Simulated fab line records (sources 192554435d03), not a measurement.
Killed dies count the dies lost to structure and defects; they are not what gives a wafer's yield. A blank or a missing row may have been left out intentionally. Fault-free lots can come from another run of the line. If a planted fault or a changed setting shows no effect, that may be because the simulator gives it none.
2 desks looking at one fault / flow n5Finfet / what lay behind the numbers comes last; until then each desk has only its own

== DESK OF THE TOOL OWNER: cvdCo-01 ==
The tool's own readings at N5_BEOL_M11_CVD_75 (deposits Co from CCTBA/H2, target thk 2 nm, time 138.9 s): means of the sampled wafers that have a number, for each lot that ran on this tool. Marked OUT: a lot whose mean sits more than 4 standard deviations from the usual mean, which makes it out of limits; the brackets give that distance.
Columns: A = runLengthS at N5_BEOL_M11_CVD_75, usual 161.9 s
lot=L894; first seen here=day 11 21:59; A=161.8
lot=L893; first seen here=day 12 19:05; A=162.0
lot=L901; first seen here=day 12 21:49; A=161.9
lot=L903; first seen here=day 13 13:11; A=162.4
lot=L909; first seen here=day 15 21:29; A=160.4
lot=L911; first seen here=day 15 21:38; A=162.4
lot=L912; first seen here=day 16 16:09; A=162.2
This desk's finding: nothing out of limits on any of the 7 lots.

== AT THE METROLOGY DESK ==
Lot by lot, what the gauges showed, no matter which tool ran the lot: averages of those sampled wafers that carry a number. Marked OUT: a lot whose mean sits more than 4 standard deviations from the usual mean, which makes it out of limits; the brackets give that distance.
Columns: A = trenchDepthNm at N5_BEOL_M11_OCD_MEAS_38, usual 148 nm
lot=L894; first seen here=day 11 20:39; A=152
lot=L898; first seen here=day 12 12:34; A=152
lot=L897; first seen here=day 12 12:52; A=145
lot=L900; first seen here=day 12 17:34; A=145
lot=L893; first seen here=day 12 17:52; A=150
lot=L901; first seen here=day 12 19:14; A=154
lot=L903; first seen here=day 13 11:29; A=145
lot=L909; first seen here=day 15 18:55; A=144
lot=L911; first seen here=day 15 20:30; A=148
lot=L912; first seen here=day 16 14:45; A=145
lot=L914; first seen here=day 16 23:17; A=148
lot=L916; first seen here=day 17 07:17; A=148
This desk's finding: nothing out of limits on any of the 12 lots.

== PUT TOGETHER ==
Nothing out of limits was seen by the tool owner's desk.
From the metrology desk's view, nothing was out of limits.

== WHAT THE SIMULATOR PUT IN ==
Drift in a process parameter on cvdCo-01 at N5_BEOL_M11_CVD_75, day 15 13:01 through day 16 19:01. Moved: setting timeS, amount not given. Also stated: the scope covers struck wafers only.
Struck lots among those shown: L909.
